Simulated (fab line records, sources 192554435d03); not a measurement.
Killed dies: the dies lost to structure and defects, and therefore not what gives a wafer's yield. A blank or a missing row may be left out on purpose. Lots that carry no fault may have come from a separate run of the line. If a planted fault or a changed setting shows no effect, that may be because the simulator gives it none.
fab line records ; flow n5-finfet ; part 1 of 2: steps 1 to 24 of 34
record lots=5; wafers=15; last-day=17
route steps=1938 shown BEOL_M0@733 BEOL_M1@751
lots that met no fault: from a run of the same line without faults
start-h: start of the lot's first displayed wafer, in hours after the record's first day ; wait-h: hours elapsed since this lot's preceding step ; " same as the row above ; L1.1+2: a row that stands for several wafers ; - no value, or no start given ; * or withheld: withheld ; < > ~ a bound
route shown NAME@n: a module of which the file shows steps, and the number in the route of the first ; usual: mean/standard deviation taken from wafers without a fault ; same: alike in all rows ; chamber/n: place in a boat ; sites: readings site by site ; _std_site: how widely they spread, as a standard deviation ; _edge_site: outer sites' mean less inner sites' ; radius-mm: how far each site lies from the wafer's centre ; mask NAME#n: copy n ; behind: tool/chamber where the wafer was last shaped ; hold: the reason the lot was held/the length of the hold in hours/how it ended ; device: the n, p or np transistor that did not switch ; end of line: the tests these same wafers got at the end of their route ; step lacking rows: just its recipe ; killed: not the wafer's yield, but the dies lost to structure and defects at the first sort ; map: a wafer's dies, marking killed ones x, the rest . and places with no die _
set.NAME: the setting that was run; set.NAME@STEP: the one run at that earlier step ; model.NAME: the simulator's own value behind a step, which no gauge read
certain route steps with their lots: each step a table, each wafer a row
services: a tool's chamber out of use, with start hour (start-h, from the record's first day; less than 0 if before it), hours out, and reason
## steps
# step N5_BEOL_M0_CVD_115
# recipe material=Co; target-thk-a=*; temp-c=withheld; precursor=CCTBA/H2; pressure-torr=30; time-s=120
lot.wafer;tool;chamber;start-h;wait-h
L074.1+3+4;cvd-co-02;1,0,1;123.93;0.0
L079.2+3+6;cvd-co-01;1,0,1;148.59;0.1
L085.1+2+3;cvd-co-01;0,2,1;187.38;0.0
L086.1+3+4;cvd-co-01;2,1,0;195.73;0.1
L088.1+5+6;cvd-co-02;2,2,0;205.37;0.0
# step N5_BEOL_M0_SPUTTER_116
# recipe material=Cu; target-thk-a=40; temp-c=-20; chamber-pressure-pa=0.07; power-w=withheld; time-s=7.37
# usual throttle-valve-pct=30.2/0.96
lot.wafer;tool;chamber;start-h;wait-h;throttle-valve-pct
L074.1;pvd-sputter-01;-;124.15;0.2;29.9
L074.3;pvd-sputter-01;-;124.15;0.2;30.3
L074.4;pvd-sputter-01;-;124.15;0.2;27.9
L079.2;pvd-sputter-01;-;148.77;0.1;28.1
L079.3;pvd-sputter-01;-;148.77;0.1;30.2
L079.6;pvd-sputter-01;-;148.77;0.1;30.6
L085.1;pvd-sputter-02;-;187.55;0.1;30.1
L085.2;pvd-sputter-02;-;187.55;0.1;29.5
L085.3;pvd-sputter-02;-;187.55;0.1;31.6
L086.1;pvd-sputter-03;-;196.06;0.3;30.3
L086.3;pvd-sputter-03;-;196.06;0.3;29.8
L086.4;pvd-sputter-03;-;196.06;0.3;31.2
L088.1;pvd-sputter-03;-;205.55;0.1;31.1
L088.5;pvd-sputter-03;-;205.55;0.1;30.1
L088.6;pvd-sputter-03;-;205.55;0.1;29.7
# step N5_BEOL_M0_ANNEAL_117
# recipe temp-c=400; time-s=60; ambient=vacuum
# usual heater-power-w=849/86
lot.wafer;tool;chamber;start-h;wait-h;heater-power-w
L074.1;pvd-sputter-01;-;124.23;0.0;808
L074.3;pvd-sputter-01;-;124.23;0.0;709
L074.4;pvd-sputter-01;-;124.23;0.0;830
L079.2;pvd-sputter-01;-;148.85;0.0;860
L079.3;pvd-sputter-01;-;148.85;0.0;707
L079.6;pvd-sputter-01;-;148.85;0.0;879
L085.1;pvd-sputter-02;-;187.63;0.0;992
L085.2;pvd-sputter-02;-;187.63;0.0;752
L085.3;pvd-sputter-02;-;187.63;0.0;910
L086.1;pvd-sputter-03;-;196.14;0.0;920
L086.3;pvd-sputter-03;-;196.14;0.0;942
L086.4;pvd-sputter-03;-;196.14;0.0;713
L088.1;pvd-sputter-03;-;205.63;0.0;700
L088.5;pvd-sputter-03;-;205.63;0.0;929
L088.6;pvd-sputter-03;-;205.63;0.0;931
# step N5_BEOL_M0_SPUTTER_132
# recipe material=Cu; target-thk-a=40; temp-c=-20; chamber-pressure-pa=0.07; power-w=withheld; time-s=7.37
# usual throttle-valve-pct=30.3/0.96
lot.wafer;tool;chamber;start-h;wait-h;throttle-valve-pct
L074.1;pvd-sputter-01;-;124.27;0.0;30.3
L074.3;pvd-sputter-01;-;124.27;0.0;30.5
L074.4;pvd-sputter-01;-;124.27;0.0;28.0
L079.2;pvd-sputter-01;-;148.89;0.0;28.0
L079.3;pvd-sputter-01;-;148.89;0.0;30.3
L079.6;pvd-sputter-01;-;148.89;0.0;30.5
L085.1;pvd-sputter-02;-;187.67;0.0;30.0
L085.2;pvd-sputter-02;-;187.67;0.0;29.4
L085.3;pvd-sputter-02;-;187.67;0.0;31.6
L086.1;pvd-sputter-03;-;196.18;0.0;29.8
L086.3;pvd-sputter-03;-;196.18;0.0;30.0
L086.4;pvd-sputter-03;-;196.18;0.0;31.2
L088.1;pvd-sputter-03;-;205.67;0.0;31.4
L088.5;pvd-sputter-03;-;205.67;0.0;30.2
L088.6;pvd-sputter-03;-;205.67;0.0;29.7
# step N5_BEOL_M0_ANNEAL_133
# recipe temp-c=400; time-s=60; ambient=vacuum
# usual heater-power-w=850/87
lot.wafer;tool;chamber;start-h;wait-h;heater-power-w
L074.1;pvd-sputter-01;-;124.35;0.0;817
L074.3;pvd-sputter-01;-;124.35;0.0;728
L074.4;pvd-sputter-01;-;124.35;0.0;850
L079.2;pvd-sputter-01;-;148.97;0.0;830
L079.3;pvd-sputter-01;-;148.97;0.0;713
L079.6;pvd-sputter-01;-;148.97;0.0;883
L085.1;pvd-sputter-02;-;187.75;0.0;994
L085.2;pvd-sputter-02;-;187.75;0.0;765
L085.3;pvd-sputter-02;-;187.75;0.0;899
L086.1;pvd-sputter-03;-;196.26;0.0;924
L086.3;pvd-sputter-03;-;196.26;0.0;914
L086.4;pvd-sputter-03;-;196.26;0.0;716
L088.1;pvd-sputter-03;-;205.75;0.0;728
L088.5;pvd-sputter-03;-;205.75;0.0;932
L088.6;pvd-sputter-03;-;205.75;0.0;947
# step N5_BEOL_M0_SPUTTER_134
# recipe material=Cu; target-thk-a=40; temp-c=-20; chamber-pressure-pa=0.07; power-w=withheld; time-s=7.37
# usual throttle-valve-pct=30.2/0.94
lot.wafer;tool;chamber;start-h;wait-h;throttle-valve-pct
L074.1;pvd-sputter-01;-;124.39;0.0;30.0
L074.3;pvd-sputter-01;-;124.39;0.0;30.2
L074.4;pvd-sputter-01;-;124.39;0.0;27.8
L079.2;pvd-sputter-01;-;149.01;0.0;27.9
L079.3;pvd-sputter-01;-;149.01;0.0;30.1
L079.6;pvd-sputter-01;-;149.01;0.0;30.6
L085.1;pvd-sputter-02;-;187.79;0.0;30.4
L085.2;pvd-sputter-02;-;187.79;0.0;29.7
L085.3;pvd-sputter-02;-;187.79;0.0;31.7
L086.1;pvd-sputter-03;-;196.30;0.0;30.1
L086.3;pvd-sputter-03;-;196.30;0.0;30.0
L086.4;pvd-sputter-03;-;196.30;0.0;31.2
L088.1;pvd-sputter-03;-;205.79;0.0;31.3
L088.5;pvd-sputter-03;-;205.79;0.0;29.9
L088.6;pvd-sputter-03;-;205.79;0.0;29.7
# step N5_BEOL_M0_ANNEAL_135
# recipe temp-c=400; time-s=60; ambient=vacuum
# usual heater-power-w=850/86
lot.wafer;tool;chamber;start-h;wait-h;heater-power-w
L074.1;pvd-sputter-01;-;124.47;0.0;822
L074.3;pvd-sputter-01;-;124.47;0.0;718
L074.4;pvd-sputter-01;-;124.47;0.0;840
L079.2;pvd-sputter-01;-;149.09;0.0;865
L079.3;pvd-sputter-01;-;149.09;0.0;732
L079.6;pvd-sputter-01;-;149.09;0.0;887
L085.1;pvd-sputter-02;-;187.87;0.0;1009
L085.2;pvd-sputter-02;-;187.87;0.0;766
L085.3;pvd-sputter-02;-;187.87;0.0;931
L086.1;pvd-sputter-03;-;196.38;0.0;922
L086.3;pvd-sputter-03;-;196.38;0.0;942
L086.4;pvd-sputter-03;-;196.38;0.0;731
L088.1;pvd-sputter-03;-;205.87;0.0;754
L088.5;pvd-sputter-03;-;205.87;0.0;904
L088.6;pvd-sputter-03;-;205.87;0.0;938
# step N5_BEOL_M0_SPUTTER_141
# recipe material=Cu; target-thk-a=40; temp-c=-20; chamber-pressure-pa=0.07; power-w=withheld; time-s=7.37
# usual throttle-valve-pct=30.3/0.94
lot.wafer;tool;chamber;start-h;wait-h;throttle-valve-pct
L074.1;pvd-sputter-01;-;124.51;0.0;30.1
L074.3;pvd-sputter-01;-;124.51;0.0;30.6
L074.4;pvd-sputter-01;-;124.51;0.0;28.0
L079.2;pvd-sputter-01;-;149.13;0.0;28.4
L079.3;pvd-sputter-01;-;149.13;0.0;30.0
L079.6;pvd-sputter-01;-;149.13;0.0;30.4
L085.1;pvd-sputter-02;-;187.91;0.0;30.2
L085.2;pvd-sputter-02;-;187.91;0.0;29.7
L085.3;pvd-sputter-02;-;187.91;0.0;31.9
L086.1;pvd-sputter-03;-;196.42;0.0;30.1
L086.3;pvd-sputter-03;-;196.42;0.0;30.1
L086.4;pvd-sputter-03;-;196.42;0.0;31.1
L088.1;pvd-sputter-03;-;205.91;0.0;31.2
L088.5;pvd-sputter-03;-;205.91;0.0;29.7
L088.6;pvd-sputter-03;-;205.91;0.0;29.5
# step N5_BEOL_M0_ECD_118
# recipe material=Cu; target-thk-a=3000
lot.wafer;tool;chamber;start-h;wait-h
L074.1+3+4;ecd-cu-02;0,0,1;124.63;0.1
L079.2+3+6;ecd-cu-01;1;149.24;0.1
L085.1+2+3;ecd-cu-01;0,1,0;188.03;0.1
L086.1+3+4;ecd-cu-02;1,1,0;196.55;0.1
L088.1+5+6;ecd-cu-01;1,0,1;206.02;0.1
# step N5_BEOL_M0_ANNEAL_119
# recipe temp-c=225; time-s=90; ambient=N2
# usual wafer_temp_C_max=225.85/0.25
lot.wafer;tool;chamber;start-h;wait-h;wafer_temp_C_max
L074.1;rtp-anneal-02;0;124.70;0.1;225.97
L074.3;rtp-anneal-02;0;124.70;0.1;225.96
L074.4;rtp-anneal-02;0;124.70;0.1;226.12
L079.2;rtp-anneal-01;0;149.37;0.1;225.73
L079.3;rtp-anneal-01;0;149.37;0.1;225.27
L079.6;rtp-anneal-01;0;149.37;0.1;225.89
L085.1;rtp-anneal-01;0;188.11;0.1;225.83
L085.2;rtp-anneal-01;0;188.11;0.1;225.95
L085.3;rtp-anneal-01;0;188.11;0.1;225.82
L086.1;rtp-anneal-02;0;196.63;0.1;225.85
L086.3;rtp-anneal-02;0;196.63;0.1;226.05
L086.4;rtp-anneal-02;0;196.63;0.1;225.99
L088.1;rtp-anneal-01;0;206.10;0.1;225.70
L088.5;rtp-anneal-01;0;206.10;0.1;226.07
L088.6;rtp-anneal-01;0;206.10;0.1;225.60
# step N5_BEOL_M0_CMP_120
# recipe stop-on=SiOC; t-overpolish-s=6.9; down-force-psi=1; platen-rpm=50; clearing-platen-down-force-psi=1.5; clearing-platen-rpm=50; post-cmp-clean=cu-alkaline; clearing-platen-pad-velocity-m-s=0.99484; pad-velocity-m-s=0.99484
# usual barrier-field-endpoint-s=3.64/0.14; motor-current-A=6.0/0.66; overpolish-run-s=6.901/0.0091; time-to-endpoint-s=61.1/2.7
lot.wafer;tool;chamber;start-h;wait-h;barrier-field-endpoint-s;motor-current-A;overpolish-run-s;time-to-endpoint-s
L074.1;cmp-01;1;125.02;0.3;3.55;5.1;6.909;57.6
L074.4;cmp-01;2;125.02;0.3;3.69;5.2;6.886;63.7
L074.3;cmp-01;3;125.02;0.3;3.58;6.8;6.909;63.1
L079.3;cmp-03;3;149.62;0.2;3.66;5.9;6.906;64.6
L079.2;cmp-03;0;149.62;0.2;3.96;6.9;6.908;64.0
L079.6;cmp-03;3;149.62;0.2;3.86;5.8;6.900;62.7
L085.2;cmp-04;1;188.41;0.2;3.76;6.8;6.890;58.2
L085.3;cmp-04;3;188.41;0.2;3.49;6.1;6.923;55.8
L085.1;cmp-04;0;188.41;0.2;3.33;5.0;6.911;58.3
L086.4;cmp-01;3;196.93;0.1;3.43;6.6;6.905;61.5
L086.3;cmp-01;1;196.93;0.1;3.47;4.9;6.892;55.8
L086.1;cmp-01;2;196.93;0.1;3.75;5.5;6.900;60.6
L088.1;cmp-04;3;206.40;0.3;3.61;6.0;6.909;57.2
L088.5;cmp-04;3;206.40;0.3;3.74;6.2;6.902;61.3
L088.6;cmp-04;0;206.40;0.3;3.75;5.1;6.920;59.5
# step N5_BEOL_M0_PRE_CLEAN_131
# recipe gas=NH3/H2; time-s=15; temp-c=*; rf-power-w=300
# usual heater-power-outer-w=24/14; heater-power-w=90/18
lot.wafer;tool;chamber;start-h;wait-h;heater-power-outer-w;heater-power-w
L074.1;cvd-co-01;2;125.35;0.0;38;109
L074.3;cvd-co-01;1;125.35;0.0;47;118
L074.4;cvd-co-01;0;125.35;0.0;13;82
L079.2;cvd-co-01;2;149.95;0.0;39;106
L079.3;cvd-co-01;1;149.95;0.0;47;119
L079.6;cvd-co-01;0;149.95;0.0;13;83
L085.1;cvd-co-01;2;188.74;0.0;38;108
L085.2;cvd-co-01;1;188.74;0.0;44;118
L085.3;cvd-co-01;0;188.74;0.0;13;82
L086.1;cvd-co-02;2;197.26;0.0;14;78
L086.3;cvd-co-02;1;197.26;0.0;8;66
L086.4;cvd-co-02;1;197.26;0.0;8;65
L088.1;cvd-co-01;0;206.73;0.0;13;83
L088.5;cvd-co-01;0;206.73;0.0;13;82
L088.6;cvd-co-01;2;206.73;0.0;39;111
# step N5_BEOL_M0_CO_CAP_123
# recipe material=Co; target-thk-a=20; temp-c=200; precursor=CCTBA/H2; pressure-torr=30; time-s=102.1
# usual heater-power-outer-w=127/17; heater-power-w=243/22
lot.wafer;tool;chamber;start-h;wait-h;heater-power-outer-w;heater-power-w
L074.1;cvd-co-01;2;125.39;0.0;148;264
L074.3;cvd-co-01;1;125.39;0.0;157;276
L074.4;cvd-co-01;0;125.39;0.0;111;236
L079.2;cvd-co-01;2;149.99;0.0;148;264
L079.3;cvd-co-01;1;149.99;0.0;156;281
L079.6;cvd-co-01;0;149.99;0.0;111;231
L085.1;cvd-co-01;2;188.78;0.0;149;262
L085.2;cvd-co-01;1;188.78;0.0;153;280
L085.3;cvd-co-01;0;188.78;0.0;113;235
L086.1;cvd-co-02;2;197.30;0.0;116;227
L086.3;cvd-co-02;1;197.30;0.0;106;213
L086.4;cvd-co-02;1;197.30;0.0;108;211
L088.1;cvd-co-01;0;206.77;0.0;113;240
L088.5;cvd-co-01;0;206.77;0.0;114;232
L088.6;cvd-co-01;2;206.77;0.0;147;267
# step N5_BEOL_M0_PRE_CLEAN_124
# recipe gas=NH3; time-s=15; temp-c=withheld; rf-power-w=300
lot.wafer;tool;chamber;start-h;wait-h
L074.1+3+4;pecvd-01;1,2,1;125.49;0.1
L079.2+3+6;pecvd-02;2,1,2;150.08;0.1
L085.1+2+3;pecvd-02;0,1,2;188.87;0.1
L086.1+3+4;pecvd-01;0,1,1;197.39;0.1
L088.1+5+6;pecvd-01;2,2,1;206.86;0.1
# step N5_BEOL_M0_DEP_125
# recipe material=SiCN; target-thk-a=80; temp-c=withheld; precursor=3MS/NH3; pressure-torr=3; rf-w=202; time-s=14
# usual showerhead-plenum-p-Torr=3.664/0.013; throttle-valve-pct=9.2/0.48
lot.wafer;tool;chamber;start-h;wait-h;showerhead-plenum-p-Torr;throttle-valve-pct
L074.1;pecvd-01;1;125.53;0.0;3.677;9.1
L074.3;pecvd-01;2;125.53;0.0;3.670;8.3
L074.4;pecvd-01;1;125.53;0.0;3.676;9.0
L079.2;pecvd-02;2;150.11;0.0;3.666;8.6
L079.3;pecvd-02;1;150.11;0.0;3.671;9.6
L079.6;pecvd-02;2;150.11;0.0;3.656;8.8
L085.1;pecvd-02;0;188.89;0.0;3.640;9.4
L085.2;pecvd-02;1;188.89;0.0;3.675;9.8
L085.3;pecvd-02;2;188.89;0.0;3.665;8.7
L086.1;pecvd-01;0;197.41;0.0;3.678;9.6
L086.3;pecvd-01;1;197.41;0.0;3.669;9.2
L086.4;pecvd-01;1;197.41;0.0;3.676;9.1
L088.1;pecvd-01;2;206.89;0.0;3.684;8.4
L088.5;pecvd-01;2;206.89;0.0;3.689;8.2
L088.6;pecvd-01;1;206.89;0.0;3.675;9.1
# step N5_BEOL_M0_RS_MEAS_126
# recipe thk-meas-gauge=four-point-probe; reads=Co_of_BEOL_M0_CO_CAP_123+Cu_of_BEOL_M0_ECD_118+Co_of_BEOL_M0_CVD_115+TaN_of_BEOL_M0_ALD_136
# usual M0_RS=0.543/0.021
lot.wafer;tool;chamber;start-h;wait-h;M0_RS[ohm/sq]
L074.1;film-metro-02;-;125.62;0.1;0.571
L074.3;film-metro-02;-;125.62;0.1;0.538
L074.4;film-metro-02;-;125.62;0.1;0.534
L079.2;film-metro-02;-;150.18;0.1;0.533
L079.3;film-metro-02;-;150.18;0.1;0.533
L079.6;film-metro-02;-;150.18;0.1;0.517
L085.1;film-metro-02;-;188.96;0.0;0.535
L085.2;film-metro-02;-;188.96;0.0;0.525
L085.3;film-metro-02;-;188.96;0.0;0.566
L086.1;film-metro-01;-;197.48;0.0;0.559
L086.3;film-metro-01;-;197.48;0.0;0.549
L086.4;film-metro-01;-;197.48;0.0;0.545
L088.1;film-metro-01;-;206.96;0.0;0.589
L088.5;film-metro-01;-;206.96;0.0;0.532
L088.6;film-metro-01;-;206.96;0.0;0.563
# step N5_BEOL_M0_INSPECT_127
# recipe inspect-instrument=darkfield; mode=post-dep
# usual raw-defect-count=75/24
lot.wafer;tool;chamber;start-h;wait-h;raw-defect-count
L074.1;defect-inspect-02;-;125.64;0.0;106
L074.3;defect-inspect-02;-;125.64;0.0;40
L074.4;defect-inspect-02;-;125.64;0.0;40
L079.2;defect-inspect-01;-;150.20;0.0;102
L079.3;defect-inspect-01;-;150.20;0.0;100
L079.6;defect-inspect-01;-;150.20;0.0;121
L085.1;defect-inspect-02;-;188.99;0.0;80
L085.2;defect-inspect-02;-;188.99;0.0;82
L085.3;defect-inspect-02;-;188.99;0.0;87
L086.1;defect-inspect-01;-;197.51;0.0;78
L086.3;defect-inspect-01;-;197.51;0.0;117
L086.4;defect-inspect-01;-;197.51;0.0;115
L088.1;defect-inspect-02;-;206.98;0.0;67
L088.5;defect-inspect-02;-;206.98;0.0;103
L088.6;defect-inspect-02;-;206.98;0.0;69
# step N5_BEOL_M1_ILD_DEP_00
# recipe material=SiOC; target-thk-a=790; temp-c=350; precursor=DEMS/O2; pressure-torr=5; rf-w=500; time-s=15.3
# usual heater-power-outer-w=220/37; heater-power-w=426/47; showerhead-plenum-p-Torr=5.694/0.014; throttle-valve-pct=12.0/0.45
lot.wafer;tool;chamber;start-h;wait-h;heater-power-outer-w;heater-power-w;showerhead-plenum-p-Torr;throttle-valve-pct
L074.1;pecvd-03;0;125.68;0.0;228;445;5.708;12.1
L074.3;pecvd-03;1;125.68;0.0;321;557;5.705;12.1
L074.4;pecvd-03;0;125.68;0.0;226;426;5.694;11.9
L079.2;pecvd-04;1;150.24;0.0;227;442;5.709;12.3
L079.3;pecvd-04;2;150.24;0.0;197;404;5.690;11.2
L079.6;pecvd-04;2;150.24;0.0;204;414;5.700;11.2
L085.1;pecvd-04;0;189.02;0.0;169;342;5.681;11.8
L085.2;pecvd-04;2;189.02;0.0;198;404;5.695;11.3
L085.3;pecvd-04;1;189.02;0.0;211;406;5.709;12.0
L086.1;pecvd-04;2;197.54;0.0;165;366;5.692;11.6
L086.3;pecvd-04;1;197.54;0.0;172;375;5.705;12.1
L086.4;pecvd-04;2;197.54;0.0;171;363;5.699;11.6
L088.1;pecvd-04;2;207.02;0.0;194;397;5.712;11.3
L088.5;pecvd-04;0;207.02;0.0;161;358;5.684;11.9
L088.6;pecvd-04;2;207.02;0.0;190;410;5.695;11.4
# step N5_BEOL_M1_THK_MEAS_01
# recipe reads=SiOC_of_BEOL_M1_ILD_DEP_00
# usual M1_ILD_THK=79.3/0.98
lot.wafer;tool;chamber;start-h;wait-h;M1_ILD_THK[nm]
L074.1;film-metro-01;-;125.75;0.0;78.4
L074.3;film-metro-01;-;125.75;0.0;78.3
L074.4;film-metro-01;-;125.75;0.0;79.6
L079.2;film-metro-02;-;150.31;0.1;77.9
L079.3;film-metro-02;-;150.31;0.1;78.4
L079.6;film-metro-02;-;150.31;0.1;79.7
L085.1;film-metro-01;-;189.09;0.0;78.4
L085.2;film-metro-01;-;189.09;0.0;78.5
L085.3;film-metro-01;-;189.09;0.0;78.5
L086.1;film-metro-02;-;197.63;0.1;78.5
L086.3;film-metro-02;-;197.63;0.1;80.6
L086.4;film-metro-02;-;197.63;0.1;80.2
L088.1;film-metro-01;-;207.09;0.0;78.9
L088.5;film-metro-01;-;207.09;0.0;80.5
L088.6;film-metro-01;-;207.09;0.0;79.5
# step N5_BEOL_M1_PECVD_72
# recipe material=SiO2; target-thk-a=160; temp-c=400; precursor=TEOS/O2; pressure-torr=5.5; rf-w=450; teos-flow-sccm=53.8; gas=O2; flow-sccm=3000; time-s=18
# usual heater-power-outer-w=381/43; heater-power-w=659/53; showerhead-plenum-p-Torr=8.77/0.058; throttle-valve-pct=22.8/0.83
lot.wafer;tool;chamber;start-h;wait-h;heater-power-outer-w;heater-power-w;showerhead-plenum-p-Torr;throttle-valve-pct
L074.1;pecvd-02;2;125.78;0.0;307;591;8.72;21.6
L074.3;pecvd-02;0;125.78;0.0;442;789;8.65;23.7
L074.4;pecvd-02;2;125.78;0.0;305;594;8.74;21.8
L079.2;pecvd-02;0;150.34;0.0;453;780;8.66;23.6
L079.3;pecvd-02;1;150.34;0.0;393;658;8.79;24.3
L079.6;pecvd-02;0;150.34;0.0;454;787;8.67;23.4
L085.1;pecvd-02;1;189.13;0.0;441;689;8.80;24.2
L085.2;pecvd-02;2;189.13;0.0;365;657;8.73;22.1
L085.3;pecvd-02;0;189.13;0.0;350;628;8.68;23.3
L086.1;pecvd-03;1;197.66;0.0;430;688;8.79;22.6
L086.3;pecvd-03;2;197.66;0.0;423;680;8.77;23.2
L086.4;pecvd-03;2;197.66;0.0;411;674;8.80;23.0
L088.1;pecvd-03;1;207.12;0.0;442;699;8.80;22.7
L088.5;pecvd-03;0;207.12;0.0;359;616;8.78;22.7
L088.6;pecvd-03;1;207.12;0.0;437;709;8.80;22.7
# step N5_BEOL_M1_HM_DEP_02
# recipe material=TiN; target-thk-a=200; temp-c=25; chamber-pressure-pa=0.49996
# usual throttle-valve-pct=30.3/0.94
lot.wafer;tool;chamber;start-h;wait-h;throttle-valve-pct
L074.1;pvd-sputter-02;-;128.27;2.5;32.0
L074.3;pvd-sputter-02;-;128.27;2.5;30.2
L074.4;pvd-sputter-02;-;128.27;2.5;30.3
L079.2;pvd-sputter-01;-;151.05;0.7;30.8
L079.3;pvd-sputter-01;-;151.05;0.7;30.0
L079.6;pvd-sputter-01;-;151.05;0.7;30.8
L085.1;pvd-sputter-02;-;191.75;2.6;29.8
L085.2;pvd-sputter-02;-;191.75;2.6;30.3
L085.3;pvd-sputter-02;-;191.75;2.6;29.6
L086.1;pvd-sputter-03;-;198.60;0.9;31.6
L086.3;pvd-sputter-03;-;198.60;0.9;29.9
L086.4;pvd-sputter-03;-;198.60;0.9;31.2
L088.1;pvd-sputter-02;-;207.56;0.4;31.5
L088.5;pvd-sputter-02;-;207.56;0.4;29.7
L088.6;pvd-sputter-02;-;207.56;0.4;31.7
# step N5_BEOL_M1_COAT_61
# recipe resist=SOC; temp-c=250; time-s=60; spin-rpm=1500; resist-thk-nm=60
# usual plate-temp-C=250.03/0.2; spin-speed-rpm=1500.2/0.95
lot.wafer;tool;chamber;start-h;wait-h;plate-temp-C;spin-speed-rpm
L074.1;litho-track-02;0;128.39;0.1;250.06;1499.8
L074.3;litho-track-02;0;128.39;0.1;249.87;1498.5
L074.4;litho-track-02;0;128.39;0.1;249.98;1499.6
L079.2;litho-track-02;0;151.17;0.1;250.14;1502.0
L079.3;litho-track-02;0;151.17;0.1;250.18;1500.8
L079.6;litho-track-02;0;151.17;0.1;250.22;1500.9
L085.1;litho-track-04;0;191.88;0.1;249.95;1500.3
L085.2;litho-track-04;0;191.88;0.1;250.00;1500.1
L085.3;litho-track-04;0;191.88;0.1;250.21;1499.8
L086.1;litho-track-03;0;198.73;0.1;250.15;1499.1
L086.3;litho-track-03;0;198.73;0.1;250.20;1498.4
L086.4;litho-track-03;0;198.73;0.1;250.06;1500.5
L088.1;litho-track-02;0;207.69;0.1;250.17;1499.5
L088.5;litho-track-02;0;207.69;0.1;250.16;1500.0
L088.6;litho-track-02;0;207.69;0.1;250.12;1499.7
# step N5_BEOL_M1_COAT_62
# recipe resist=SiARC; temp-c=220; time-s=60; spin-rpm=1500; resist-thk-nm=12
# usual plate-temp-C=220.02/0.17; spin-speed-rpm=1499.9/0.94
lot.wafer;tool;chamber;start-h;wait-h;plate-temp-C;spin-speed-rpm
L074.1;litho-track-02;0;-;-;219.83;1499.9
L074.3;litho-track-02;0;-;-;219.82;1500.5
L074.4;litho-track-02;0;-;-;220.02;1498.6
L079.2;litho-track-02;0;-;-;220.02;1500.6
L079.3;litho-track-02;0;-;-;219.91;1500.1
L079.6;litho-track-02;0;-;-;219.71;1501.6
L085.1;litho-track-04;0;-;-;220.12;1501.3
L085.2;litho-track-04;0;-;-;220.07;1500.8
L085.3;litho-track-04;0;-;-;220.13;1501.9
L086.1;litho-track-03;0;-;-;220.19;1500.8
L086.3;litho-track-03;0;-;-;220.06;1499.4
L086.4;litho-track-03;0;-;-;220.33;1501.0
L088.1;litho-track-02;0;-;-;220.07;1499.4
L088.5;litho-track-02;0;-;-;219.98;1500.8
L088.6;litho-track-02;0;-;-;220.25;1499.8
# step N5_BEOL_M1_COAT_73
# recipe resist=underlayer; temp-c=205; time-s=60; spin-rpm=1500; resist-thk-nm=5
# usual plate-temp-C=204.99/0.15; spin-speed-rpm=1500.0/0.89
lot.wafer;tool;chamber;start-h;wait-h;plate-temp-C;spin-speed-rpm
L074.1;litho-track-02;0;-;-;205.43;1501.0
L074.3;litho-track-02;0;-;-;205.19;1499.5
L074.4;litho-track-02;0;-;-;205.13;1500.1
L079.2;litho-track-02;0;-;-;204.83;1500.1
L079.3;litho-track-02;0;-;-;204.81;1501.2
L079.6;litho-track-02;0;-;-;204.75;1501.0
L085.1;litho-track-04;0;-;-;204.86;1500.8
L085.2;litho-track-04;0;-;-;205.19;1499.6
L085.3;litho-track-04;0;-;-;204.99;1500.2
L086.1;litho-track-03;0;-;-;204.96;1499.5
L086.3;litho-track-03;0;-;-;204.81;1500.5
L086.4;litho-track-03;0;-;-;204.88;1500.0
L088.1;litho-track-02;0;-;-;204.89;1500.0
L088.5;litho-track-02;0;-;-;204.70;1501.0
L088.6;litho-track-02;0;-;-;204.93;1499.2
